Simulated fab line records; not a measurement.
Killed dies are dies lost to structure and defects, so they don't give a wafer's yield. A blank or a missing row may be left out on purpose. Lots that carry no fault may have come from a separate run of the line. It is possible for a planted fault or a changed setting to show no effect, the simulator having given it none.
fab line records	flow n5-finfet
record: lots: 6	wafers: 18	last-day: 18
route steps=1938 shown ZERO_LAYER@12 WELL_APT@20 PASSIVATION@1936
lots untouched by any fault: they come from a run of this same line in which no faults occurred
start-h: hours from the record's opening day to when the first of the lot's shown wafers began	wait-h: hours from the lot's prior step to this one	" same as the row above	L1.1+2: several wafers, shown together as one row	- either no value or no given start	* or withheld: withheld	< > ~ a bound
route shown NAME@n: a module of which the file shows steps, and the number in the route of the first	usual: mean and standard deviation over wafers with no fault	same: alike in all rows	chamber/n: place in a boat	sites: per-site readings	_std_site: the standard deviation of these	_edge_site: the outer-site mean with the inner-site mean subtracted	radius-mm: for every site, how far away it sits from the centre of the wafer	mask NAME#n: copy n	behind: the last tool/chamber to shape the wafer	hold: the reason the lot was held/the length of the hold in hours/how it ended	device: the n, p or np transistor that did not switch	end of line: tests run on the same wafers once the route is complete	step lacking rows: just its recipe	killed: at the first sort, the dies lost to defects and structure; wafer yield is something else	map: shows each die of a wafer: x if killed, . if not, _ if none is there
set.NAME: the setting that was run; set.NAME@STEP: the one run at that earlier step	model.NAME: the simulator's own value behind a step, which no gauge read
certain route steps with their lots: each step a table, each wafer a row
services: a tool's chamber out of use, with start hour (start-h, from the record's first day; less than 0 if before it), hours out, and reason
== steps ==
step: N5_ZERO_LAYER_HARDBAKE_23
recipe: temp-c: 130	time-s: 120
step: N5_ZERO_LAYER_CD_MEAS_11
recipe: target-cd-nm: 2000	landing-energy-ev: 500	detector: se-inlens
usual: cd-nm: 2000.7/2.7
lot.wafer	tool	chamber	start-h	wait-h	cd-nm
L717.2	cd-sem-03	0	24.64	-	2006.3
L717.4	"	0	"	"	1999.8
L717.5	"	0	"	"	1998.7
L720.2	cd-sem-02	0	42.79	-	2000.5
L720.3	"	0	"	"	1998.7
L720.4	"	0	"	"	2004.0
L721.2	cd-sem-01	0	48.64	-	2002.9
L721.4	"	0	"	"	1999.5
L721.6	"	0	"	"	1998.4
L722.3	cd-sem-02	0	54.64	-	2001.7
L722.5	"	0	"	"	2003.9
L722.6	"	0	"	"	2000.0
L724.2	cd-sem-02	0	66.79	-	2005.5
L724.3	"	0	"	"	1999.3
L724.4	"	0	"	"	1999.0
L737.1	cd-sem-03	0	144.64	-	2005.9
L737.2	"	0	"	"	2002.3
L737.3	"	0	"	"	2003.0
step: N5_ZERO_LAYER_DESCUM_16
recipe: chemistry: O2	time-s: 7.9	source-power-w: 50	bias-power-w: 20	pressure-mtorr: 20	rf-frequency-hz: 2.712e+07	temp-c: 40	o2-flow-sccm: 225
usual: chamber-pressure-mTorr: 20.00/0.032	drypump-motor-current-A: 5.7/0.45	oes-product-au: 0.80/0.1	rf-vpp-V: 243.1/1.2	showerhead-plenum-p-Torr: 2.10/0.058	temp-c: 39.99/0.11	throttle-valve-pct: 20.35/0.21
lot.wafer	tool	chamber	start-h	wait-h	chamber-pressure-mTorr	drypump-motor-current-A	oes-product-au	rf-hours-counter-h	rf-vpp-V	showerhead-plenum-p-Torr	temp-c	throttle-valve-pct
L717.2	rie-diel-03	2	24.69	0.0	20.00	5.8	0.84	60	244.7	2.12	40.02	20.16
L717.4	"	1	"	"	20.03	6.6	0.82	108	242.9	2.08	39.90	20.22
L717.5	"	1	"	"	20.00	6.6	0.81	-	243.7	2.08	40.17	20.22
L720.2	rie-diel-03	3	42.83	0.0	19.99	6.5	0.68	250	242.5	1.97	39.99	20.53
L720.3	"	1	"	"	20.00	6.6	0.80	113	243.8	2.08	39.93	20.23
L720.4	"	2	"	"	19.99	5.8	0.84	65	242.9	2.12	39.86	20.17
L721.2	rie-diel-05	3	49.26	0.6	20.03	5.8	0.74	169	244.0	2.19	40.05	20.80
L721.4	"	1	"	"	20.01	5.9	0.68	210	244.4	2.16	39.92	20.26
L721.6	"	0	"	"	20.00	5.1	0.73	-	242.0	2.03	39.86	20.37
L722.3	rie-diel-05	0	55.13	0.5	20.02	5.1	0.73	152	242.7	2.03	40.02	20.37
L722.5	"	0	"	"	20.02	5.1	0.73	-	241.1	2.02	39.98	20.40
L722.6	"	3	"	"	19.99	5.8	0.74	-	243.1	2.19	40.22	20.78
L724.2	rie-diel-03	0	66.82	0.0	19.97	6.0	0.89	28	244.6	2.12	40.01	20.33
L724.3	"	2	"	"	20.00	5.8	0.82	73	244.2	2.12	39.99	20.19
L724.4	"	1	"	"	20.00	6.6	0.80	-	243.2	2.08	40.04	20.24
L737.1	rie-diel-03	0	144.68	0.0	20.00	6.0	0.84	49	242.4	2.11	40.10	20.37
L737.2	"	1	"	"	20.00	6.6	0.78	144	244.2	2.07	40.02	20.27
L737.3	"	2	"	"	19.98	5.8	0.79	96	243.7	2.11	40.10	20.22
step: N5_ZERO_LAYER_ETCH_17
recipe: chemistry: CF4	target: SiO2	target-depth-a: 120	time-s: 13.3	ion-energy-ev: 350	pressure-mtorr: 40	source-w: 450	bias-w: 215	Ar_flow_sccm: 100	cf4-flow-sccm: 100
usual: bias-w: 215.1/0.71	cf4-flow-sccm: 100.02/0.3	chamber-pressure-mTorr: 39.99/0.036	drypump-motor-current-A: 5.7/0.45	oes-product-au: 0.80/0.11	rf-vpp-V: 949/3.6	showerhead-plenum-p-Torr: 2.14/0.06	throttle-valve-pct: 15.56/0.22
lot.wafer	tool	chamber	start-h	wait-h	bias-w	cf4-flow-sccm	chamber-pressure-mTorr	drypump-motor-current-A	oes-product-au	rf-hours-counter-h	rf-vpp-V	showerhead-plenum-p-Torr	throttle-valve-pct
L717.2	rie-diel-03	2	24.72	0.0	214.4	99.17	39.99	5.8	0.83	60	949	2.17	15.43
L717.4	"	1	"	"	216.9	100.25	39.99	6.6	0.81	108	949	2.14	15.58
L717.5	"	1	"	"	215.0	100.37	39.96	6.6	0.82	-	950	2.14	15.61
L720.2	rie-diel-03	3	42.86	0.0	215.0	99.78	40.00	6.6	0.67	250	942	2.02	15.73
L720.3	"	1	"	"	215.4	100.24	39.98	6.6	0.81	113	951	2.14	15.62
L720.4	"	2	"	"	214.7	99.97	40.00	5.8	0.83	65	950	2.17	15.43
L721.2	rie-diel-05	3	49.29	0.0	214.4	100.09	39.95	5.8	0.72	169	954	2.23	15.98
L721.4	"	1	"	"	215.1	99.60	40.00	5.9	0.67	210	952	2.20	15.53
L721.6	"	0	"	"	214.9	99.91	39.99	5.1	0.74	-	943	2.05	15.50
L722.3	rie-diel-05	0	55.17	0.0	214.5	100.55	40.01	5.2	0.74	152	943	2.05	15.51
L722.5	"	0	"	"	214.5	100.48	39.95	5.1	0.73	-	944	2.05	15.51
L722.6	"	3	"	"	216.2	100.52	39.97	5.8	0.73	-	955	2.23	15.97
L724.2	rie-diel-03	0	66.86	0.0	214.8	99.98	39.95	6.0	0.91	28	951	2.16	15.45
L724.3	"	2	"	"	214.1	99.86	40.04	5.8	0.82	73	951	2.16	15.46
L724.4	"	1	"	"	214.8	99.47	39.97	6.6	0.80	-	950	2.14	15.62
L737.1	rie-diel-03	0	144.71	0.0	214.4	100.29	40.02	6.0	0.86	49	950	2.15	15.51
L737.2	"	1	"	"	215.0	100.64	40.01	6.6	0.78	144	948	2.13	15.67
L737.3	"	2	"	"	214.5	100.46	40.00	5.8	0.79	96	951	2.16	15.49
step: N5_ZERO_LAYER_ETCH_18
recipe: chemistry: HBr/Cl2	target: Si	target-depth-a: 1200	time-s: 40	pressure-mtorr: 10	icp-w: 800	bias-w: 75	HBr_flow_sccm: 150	Cl2_flow_sccm: 80
usual: bias-w: 75.01/0.23	chamber-pressure-mTorr: 9.999/0.0092	drypump-motor-current-A: 5.8/0.47	oes-product-au: 0.997/0.015	throttle-valve-pct: 36.4/0.31
lot.wafer	tool	chamber	start-h	wait-h	bias-w	chamber-pressure-mTorr	drypump-motor-current-A	oes-product-au	rf-hours-counter-h	throttle-valve-pct
L717.2	rie-si-02	2	24.80	0.0	74.70	10.005	5.6	0.999	177	35.9
L717.4	"	3	"	"	74.83	9.996	6.5	1.012	1	36.2
L717.5	"	3	"	"	74.96	10.010	6.5	1.014	-	36.2
L720.2	rie-si-02	1	42.94	0.0	75.07	9.995	6.3	1.010	83	35.9
L720.3	"	2	"	"	74.82	10.004	5.7	1.013	177	35.9
L720.4	"	0	"	"	75.01	10.005	5.9	0.995	32	36.5
L721.2	rie-si-03	2	49.36	0.0	75.22	10.002	5.5	0.973	118	36.1
L721.4	"	3	"	"	75.01	9.988	5.3	0.976	132	36.2
L721.6	"	2	"	"	75.17	10.013	5.5	0.971	-	36.1
L722.3	rie-si-03	1	55.24	0.0	75.10	10.015	5.0	0.994	102	36.8
L722.5	"	0	"	"	75.21	9.993	5.9	0.979	-	36.7
L722.6	"	1	"	"	75.05	9.996	5.0	1.000	-	36.8
L724.2	rie-si-01	1	66.93	0.0	74.82	9.997	5.4	1.003	175	36.8
L724.3	"	3	"	"	75.04	10.009	5.5	0.984	197	36.5
L724.4	"	0	"	"	75.00	9.995	6.6	1.024	76	36.4
L737.1	rie-si-03	3	144.79	0.0	75.02	9.989	5.3	0.974	134	36.2
L737.2	"	0	"	"	75.38	10.001	5.9	0.995	121	36.7
L737.3	"	1	"	"	75.31	10.004	5.1	0.996	104	36.8
step: N5_ZERO_LAYER_STRIP_24
recipe: chemistry: O2	power-w: 1000	temp-c: 250	overash-fraction: 0.3	pressure-mtorr: 1000	o2-flow-sccm: 6750
usual: chamber-pressure-mTorr: 1000.2/0.86	drypump-motor-current-A: 5.6/0.39	heater-power-w: 351/24	oes-product-au: 0.647/0.0043	strip-time-to-endpoint-s: 43.88/0.092	temp-c: 249.98/0.17
same: overash-fraction: 0.3
lot.wafer	tool	chamber	start-h	wait-h	chamber-pressure-mTorr	drypump-motor-current-A	heater-power-w	oes-product-au	rf-hours-counter-h	strip-time-to-endpoint-s	temp-c
L717.2	plasma-asher-02	0	24.90	0.1	1000.0	5.2	365	0.654	68	43.84	250.05
L717.4	"	0	"	"	999.9	5.1	360	0.650	-	43.87	250.09
L717.5	"	0	"	"	999.3	5.1	362	0.647	-	43.88	249.93
L720.2	plasma-asher-02	0	43.04	0.1	999.3	5.2	359	0.645	71	43.96	249.97
L720.3	"	0	"	"	999.8	5.1	364	0.656	-	44.00	249.90
L720.4	"	1	"	"	1001.0	5.7	316	0.652	-	43.87	249.98
L721.2	plasma-asher-02	1	49.47	0.1	999.6	5.8	331	0.647	72	43.89	249.88
L721.4	"	0	"	"	1000.9	5.1	358	0.646	-	43.98	249.75
L721.6	"	0	"	"	1001.4	5.1	369	0.654	-	43.99	249.94
L722.3	plasma-asher-02	0	55.36	0.1	1001.1	5.1	355	0.647	-	43.79	250.10
L722.5	"	1	"	"	1000.3	5.7	317	0.641	-	43.73	249.87
L722.6	"	0	"	"	1000.5	5.1	364	0.640	-	43.80	250.02
L724.2	plasma-asher-02	0	67.08	0.1	999.1	5.1	360	0.645	76	43.78	250.16
L724.3	"	1	"	"	1000.1	5.8	319	0.645	-	43.83	249.92
L724.4	"	0	"	"	998.7	5.1	365	0.643	-	43.87	250.18
L737.1	plasma-asher-02	1	144.89	0.1	999.9	5.7	318	0.646	91	43.97	250.02
L737.2	"	0	"	"	999.0	5.1	356	0.644	91	43.95	249.99
L737.3	"	0	"	"	1001.0	5.2	361	0.647	-	44.04	249.94
step: N5_ZERO_LAYER_STRIP_19
recipe: chemistry: SPM	time-s: 900	temp-c: 130	h2so4-h2o2-vol-ratio: 4	dry: ipa-marangoni
step: N5_ZERO_LAYER_INSPECT_20
recipe: inspect-instrument: darkfield	mode: post-clean
usual: raw-defect-count: 38/16
lot.wafer	tool	chamber	start-h	wait-h	raw-defect-count
L717.2	defect-inspect-02	-	25.26	0.0	24
L717.4	"	-	"	"	20
L717.5	"	-	"	"	15
L720.2	defect-inspect-01	-	43.40	0.0	16
L720.3	"	-	"	"	20
L720.4	"	-	"	"	18
L721.2	defect-inspect-01	-	49.83	0.0	26
L721.4	"	-	"	"	56
L721.6	"	-	"	"	27
L722.3	defect-inspect-01	-	55.71	0.0	32
L722.5	"	-	"	"	35
L722.6	"	-	"	"	45
L724.2	defect-inspect-01	-	67.44	0.0	22
L724.3	"	-	"	"	46
L724.4	"	-	"	"	30
L737.1	defect-inspect-01	-	145.25	0.0	38
L737.2	"	-	"	"	58
L737.3	"	-	"	"	21
step: N5_WELL_APT_HMDS_01
recipe: time-s: 60	temp-c: 120
step: N5_WELL_APT_COAT_02
recipe: spin-rpm: 1357	resist-thk-nm: 950
step: N5_WELL_APT_EBR_04
recipe: solvent: PGMEA	ebr-width-mm: 1.5
step: N5_WELL_APT_SOFTBAKE_03
recipe: temp-c: 130	time-s: 60
step: N5_WELL_APT_EXPOSE_05
recipe: mask-id: NWELL	na: 0.8	source-shape: conventional	sigma-outer: 0.8	polarization: unpolarized	defocus-nm: 0	target-cd-nm: 200	dose-mj: 20.3
usual: exposure-dose-mJ-cm2: 20.288/0.021	stage-vel-mm-s: 499.93/0.26
lot.wafer	tool	chamber	start-h	wait-h	mask	exposure-dose-mJ-cm2	stage-vel-mm-s
L717.2	krf-scanner-01	0	25.40	-	NWELL#0	20.278	499.68
L717.4	"	0	"	"	NWELL#0	20.294	499.56
L717.5	"	0	"	"	NWELL#0	20.269	499.37
L720.2	krf-scanner-02	0	43.54	-	NWELL#0	20.310	499.88
L720.3	"	0	"	"	NWELL#0	20.294	499.93
L720.4	"	0	"	"	NWELL#0	20.340	499.54
L721.2	krf-scanner-01	0	50.09	-	NWELL#0	20.311	500.14
L721.4	"	0	"	"	NWELL#0	20.301	500.09
L721.6	"	0	"	"	NWELL#0	20.303	500.02
L722.3	krf-scanner-01	0	55.87	-	NWELL#0	20.278	499.96
L722.5	"	0	"	"	NWELL#0	20.280	500.10
L722.6	"	0	"	"	NWELL#0	20.265	500.28
L724.2	krf-scanner-02	0	67.70	-	NWELL#0	20.283	499.84
L724.3	"	0	"	"	NWELL#0	20.285	499.59
L724.4	"	0	"	"	NWELL#0	20.281	499.63
L737.1	krf-scanner-02	0	145.39	-	NWELL#0	20.281	499.99
L737.2	"	0	"	"	NWELL#0	20.287	499.74
L737.3	"	0	"	"	NWELL#0	20.309	499.80
step: N5_WELL_APT_PEB_06
recipe: peb-temp-c: 130	peb-time-s: 90
step: N5_WELL_APT_DEVELOP_07
recipe: develop-time-s: 45	rinse-liquid: surfactant-rinse	dry: air-spin	dev-temp-c: 21
step: N5_WELL_APT_HARDBAKE_12
recipe: temp-c: 130	time-s: 120
step: N5_WELL_APT_CD_MEAS_08
recipe: target-cd-nm: 200	landing-energy-ev: 500	detector: se-inlens
usual: cd-nm: 199.9/2.1
lot.wafer	tool	chamber	start-h	wait-h	cd-nm
L717.2	cd-sem-02	0	25.57	-	198.1
L717.4	"	0	"	"	202.0
L717.5	"	0	"	"	202.6
L720.2	cd-sem-02	0	43.71	-	202.7
L720.3	"	0	"	"	199.6
L720.4	"	0	"	"	194.0
L721.2	cd-sem-03	0	50.26	-	201.6
L721.4	"	0	"	"	200.3
L721.6	"	0	"	"	202.1
L722.3	cd-sem-02	0	56.03	-	198.8
L722.5	"	0	"	"	197.9
L722.6	"	0	"	"	196.4
L724.2	cd-sem-03	0	67.87	-	197.8
L724.3	"	0	"	"	197.9
L724.4	"	0	"	"	193.7
L737.1	cd-sem-02	0	145.56	-	200.6
L737.2	"	0	"	"	200.1
L737.3	"	0	"	"	201.9
step: N5_WELL_APT_OVL_MEAS_09
recipe: points-per-wafer: 44
usual: NWELL_OVL: -1/6.5
lot.wafer	tool	chamber	start-h	wait-h	NWELL_OVL[nm]
L717.2	overlay-01	0	25.59	0.0	-10
L717.4	"	0	"	"	-9
L717.5	"	0	"	"	4
L720.2	overlay-02	0	43.74	0.0	-12
L720.3	"	0	"	"	-10
L720.4	"	0	"	"	-17
L721.2	overlay-01	0	50.29	0.0	3
L721.4	"	0	"	"	2
L721.6	"	0	"	"	-1
L722.3	overlay-01	0	56.06	0.0	1
L722.5	"	0	"	"	9
L722.6	"	0	"	"	-9
L724.2	overlay-02	0	67.90	0.0	7
L724.3	"	0	"	"	3
L724.4	"	0	"	"	6
L737.1	overlay-01	0	145.59	0.0	-3
L737.2	"	0	"	"	-6
L737.3	"	0	"	"	-10
step: N5_WELL_APT_INSPECT_10
recipe: mode: adi	inspect-instrument: macro
usual: raw-defect-count: 2.1/1.4
lot.wafer	tool	chamber	start-h	wait-h	raw-defect-count
L717.2	defect-inspect-02	-	25.62	0.0	2
L717.4	"	-	"	"	2
L717.5	"	-	"	"	3
L720.2	defect-inspect-02	-	43.76	0.0	4
L720.3	"	-	"	"	3
L720.4	"	-	"	"	2
L721.2	defect-inspect-01	-	50.31	0.0	3
L721.4	"	-	"	"	1
L721.6	"	-	"	"	0
L722.3	defect-inspect-02	-	56.09	0.0	0
L722.5	"	-	"	"	3
L722.6	"	-	"	"	2
L724.2	defect-inspect-02	-	67.93	0.0	3
L724.3	"	-	"	"	3
L724.4	"	-	"	"	2
L737.1	defect-inspect-02	-	145.61	0.0	1
L737.2	"	-	"	"	4
L737.3	"	-	"	"	2
step: N5_WELL_APT_DESCUM_13
recipe: chemistry: O2	time-s: 7.9	source-power-w: 50	bias-power-w: 20	pressure-mtorr: 20	rf-frequency-hz: 2.712e+07	temp-c: 40	o2-flow-sccm: 225
usual: chamber-pressure-mTorr: 20.002/0.019	drypump-motor-current-A: 5.9/0.47	oes-product-au: 0.78/0.076	rf-vpp-V: 243.3/1.5	showerhead-plenum-p-Torr: 2.10/0.066	temp-c: 40.00/0.1	throttle-valve-pct: 20.36/0.19
lot.wafer	tool	chamber	start-h	wait-h	chamber-pressure-mTorr	drypump-motor-current-A	oes-product-au	rf-hours-counter-h	rf-vpp-V	showerhead-plenum-p-Torr	temp-c	throttle-valve-pct	model.WELL_APT.cd-nm
L717.2	rie-diel-06	3	25.65	0.0	20.031	6.4	0.79	123	245.1	2.20	40.15	20.47	198
L717.4	"	2	"	"	20.004	4.9	0.76	152	244.0	2.11	40.11	20.47	201.9
L717.5	"	2	"	"	20.038	4.9	0.76	-	243.8	2.11	40.19	20.48	202.5
L720.2	rie-diel-04	2	43.79	0.0	20.023	6.0	0.91	24	244.6	2.21	40.02	20.22	202.7
L720.3	"	3	"	"	19.980	5.8	0.72	200	243.1	2.00	40.05	20.15	200
L720.4	"	2	"	"	19.977	6.0	0.91	-	244.8	2.21	40.00	20.22	193.8
L721.2	rie-diel-02	1	50.34	0.0	19.992	6.3	0.90	26	243.7	2.14	39.89	20.40	201.3
L721.4	"	3	"	"	19.994	6.8	0.71	191	242.6	2.06	40.03	20.77	200.9
L721.6	"	1	"	"	19.984	6.3	0.90	-	246.1	2.14	40.08	20.41	201.4
L722.3	rie-diel-04	3	56.13	0.0	19.983	5.8	0.72	205	243.2	1.99	39.95	20.17	198.4
L722.5	"	1	"	"	20.026	5.8	0.73	-	244.2	2.15	40.11	20.42	198
L722.6	"	3	"	"	20.033	5.9	0.72	-	241.9	1.99	39.91	20.16	196.2
L724.2	rie-diel-06	2	68.30	0.4	20.000	4.9	0.76	165	242.7	2.10	39.94	20.47	197.8
L724.3	"	0	"	"	19.983	6.4	0.79	85	243.2	2.11	40.09	20.08	197.6
L724.4	"	0	"	"	20.029	6.4	0.80	-	243.9	2.11	39.95	20.08	193.2
L737.1	rie-diel-06	1	145.65	0.0	20.006	5.8	0.83	71	242.4	2.04	40.09	20.24	200.7
L737.2	"	2	"	"	19.999	4.9	0.73	196	243.4	2.09	39.94	20.53	199.9
L737.3	"	0	"	"	20.004	6.4	0.75	116	243.6	2.10	40.17	20.15	201.7
step: N5_WELL_APT_IMPLANT_14
recipe: species: P	energy-kev: 160	dose-cm2: 1.5e+13	tilt-deg: 0	rotation-deg: 0
step: N5_PASSIVATION_PROBE_49
usual: killed_at_M0_to_M3: 32/11	killed_at_M4_up: 12/4.4	killed-at-contacts: 13/6.1	killed-at-front-end: 39/12	killed-at-other: 3.9/3	killed-dies: 100/17	killed-open: 66/12	killed-short: 33/7.4
same: gross-dies: 1180	killed-at-back-side: 0
lot.wafer	tool	chamber	start-h	wait-h	killed_at_M0_to_M3	killed_at_M4_up	killed-at-contacts	killed-at-front-end	killed-at-other	killed-dies	killed-open	killed-short
L720.2	prober-02	-	324.87	0.1	43	6	18	62	2	131	77	44
L720.3	prober-02	-	324.92	0.1	32	7	12	43	14	108	65	41
L720.4	prober-02	-	324.97	0.2	49	12	7	33	1	102	69	33
L721.2	prober-01	-	327.21	0.1	34	13	4	35	4	90	63	26
L721.4	prober-01	-	327.31	0.2	19	19	9	44	3	94	59	30
L721.6	prober-01	-	327.41	0.3	19	14	7	51	7	98	59	31
killed by level:class
L720.2 MOL_CONTACT_COAG:geometric-particle:open=15 FIN_SAQP:geometric-particle:open=11 FIN_SAQP:geometric-particle:short=10 BEOL_M0_SAQP:geometric-particle:open=10 BEOL_M0_SAQP:geometric-particle:short=9 BEOL_M2:geometric-particle:open=7 BEOL_M3:geometric-particle:open=6 HKMG_FIN:area-etch=6
L720.3 BEOL_M0_SAQP:geometric-particle:short=10 MOL_CONTACT_COAG:geometric-particle:open=9 FIN_SAQP:geometric-particle:open=8 BEOL_M0_SAQP:geometric-particle:open=8 GATE_CUT:geometric-particle:short=7 MIM_TOP:geometric-particle:short=7 DUMMY_GATE:geometric-particle:open=6 BEOL_M1:geometric-particle:open=5
L720.4 BEOL_M0_SAQP:geometric-particle:open=11 BEOL_M3:geometric-particle:open=11 BEOL_M1:geometric-particle:open=10 BEOL_M0_SAQP:geometric-particle:short=8 FIN_SAQP:geometric-particle:open=6 STI_FIN_REVEAL:geometric-particle:open=5 STARTING-WAFER:geometric-particle:short=4 GATE_CUT:geometric-particle:short=4
L721.2 STI_FIN_REVEAL:geometric-particle:open=13 BEOL_M3:geometric-particle:open=10 DUMMY_GATE:geometric-particle:open=7 BEOL_M1:geometric-particle:open=7 BEOL_M4:geometric-particle:open=7 BEOL_M0_SAQP:geometric-particle:short=5 FIN_SAQP:geometric-particle:open=3 STARTING-WAFER:geometric-particle:open=3
L721.4 STI_FIN_REVEAL:geometric-particle:open=22 FIN_SAQP:geometric-particle:short=9 MOL_CONTACT_COAG:geometric-particle:open=6 BEOL_M4:geometric-particle:open=6 BEOL_M0:geometric-particle:open=5 FIN_SAQP:geometric-particle:open=3 MOL_CONTACT_COAG:geometric-particle:short=3 BEOL_M0_SAQP:geometric-particle:open=3
L721.6 STI_FIN_REVEAL:geometric-particle:open=13 FIN_SAQP:geometric-particle:open=8 FIN_SAQP:geometric-particle:short=7 BEOL_M0_SAQP:geometric-particle:short=5 HKMG_FIN:area-etch=5 SPACER0:geometric-particle:open=4 MOL_CONTACT_COAG:geometric-particle:open=4 BEOL_M0:geometric-particle:open=4
== services ==
tool	chamber	start-h	hours	kind
krf-scanner-01	-	5.52	0.8	pm
krf-scanner-01	-	11.10	0.9	repair
rie-diel-06	-	25.96	1.4	repair
krf-scanner-01	-	29.41	4.0	pm
krf-scanner-01	-	36.81	1.0	pm
krf-scanner-01	-	37.88	2.9	repair
krf-scanner-02	-	48.21	7.2	pm
rie-diel-05	2	52.48	3.9	repair
krf-scanner-02	-	55.41	1.0	pm
rie-diel-06	0	56.88	6.4	repair
krf-scanner-01	-	63.63	5.6	repair
rie-diel-06	3	67.20	121.0	repair
rie-diel-05	3	77.89	10.9	repair
rie-diel-03	0	77.97	4.1	repair
krf-scanner-02	-	83.32	1.3	pm
rie-si-03	1	94.00	6.1	repair
krf-scanner-01	-	101.29	0.8	repair
rie-si-03	2	107.29	3.7	repair
krf-scanner-01	-	114.31	4.4	pm
rie-diel-05	0	118.41	3.1	repair
krf-scanner-02	-	126.32	0.8	pm
rie-diel-03	-	134.45	2.8	pm
krf-scanner-02	-	135.78	0.5	repair
rie-diel-05	-	139.00	2.8	pm
== key ==
first-sign: step: N5_WELL_APT_CD_MEAS_08	reading: cd-nm	direction: down	sigmas: 2.8	usual: 199.9	struck: 193.9
effect none on later readings
model-effect: step: N5_WELL_APT_DESCUM_13	value: WELL_APT.cd-nm	without: 199.5	struck: 193.5
met-at N5_WELL_APT_EXPOSE_05
struck-wafers L720.4,L724.4
tester-left-out L720,L724
fault: kind: process-parameter-drift	tool: krf-scanner-02	chamber: -	onset-h: 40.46	steps: N5_WELL_APT_EXPOSE_05	channel: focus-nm	offset: 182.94	shape: step	end-h: 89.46	scope: struck-wafers-only
tester-left-out: of these lots the tester's yield and bins aren't shown, on N5 and GAA mostly nor the transistor test; their killed dies are dies lost to structure and defects alone, not to doping, threshold or leakage, so they don't give the yield
